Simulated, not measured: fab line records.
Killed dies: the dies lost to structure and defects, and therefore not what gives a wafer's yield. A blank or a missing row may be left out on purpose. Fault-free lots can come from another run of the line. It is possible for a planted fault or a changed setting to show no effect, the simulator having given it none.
Chamber matching	flow n5-finfet	4 sister chambers for N5_BEOL_M7_CMP_52 on cmp-04
The step polishes, stops on SiCOH lowk, t overpolish 6.9 s, target thk 80 nm. 8 wafers are shown with their chamber, then 6 later ones without.

WAFERS PAIRED WITH THEIR CHAMBERS
wafer	chamber	time-to-endpoint-s (s)	motor-current-A (A)
L221.5	0	60	6.1
L229.4	1	59	5.9
L229.6	0	60	6.2
L231.2	1	60	6.0
L231.6	2	61	5.6
L232.4	3	67	5.8
L232.5	2	59	5.4
L232.6	3	64	5.7

WAFERS WHOSE CHAMBER IS MISSING
wafer	time-to-endpoint-s (s)	motor-current-A (A)
L235.1	68	5.6
L235.3	61	5.4
L235.4	61	5.9
L237.2	59	5.7
L237.3	68	5.7
L237.5	65	6.5

WHICH CHAMBER EACH WENT THROUGH
wafer	from the rows above	in truth
L235.1	3	3
L235.3	2	2
L235.4	can't be placed: 1 or 0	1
L237.2	can't be placed: 2 or 1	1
L237.3	3	3
L237.5	can't be placed: 0 or 1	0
3 of 6 placed correctly. Can't be placed from these rows: 3 (the true chamber is among the candidates in 3). 0 placed wrongly.
How it was worked out, from the rows above alone: a wafer's distance from a chamber is the root of the sum, over the readings, of the square of ((its reading less the chamber's mean) divided by the reading's scatter). The wafer belongs to the nearest chamber; if the next one is less than 2 further off, it can't be placed. For every chamber, the mean is computed from those of its wafers that are shown. The scatter is the square root of a quotient: the sum, over the shown wafers, of each reading's squared deviation from its chamber's mean, divided by wafers minus chambers.
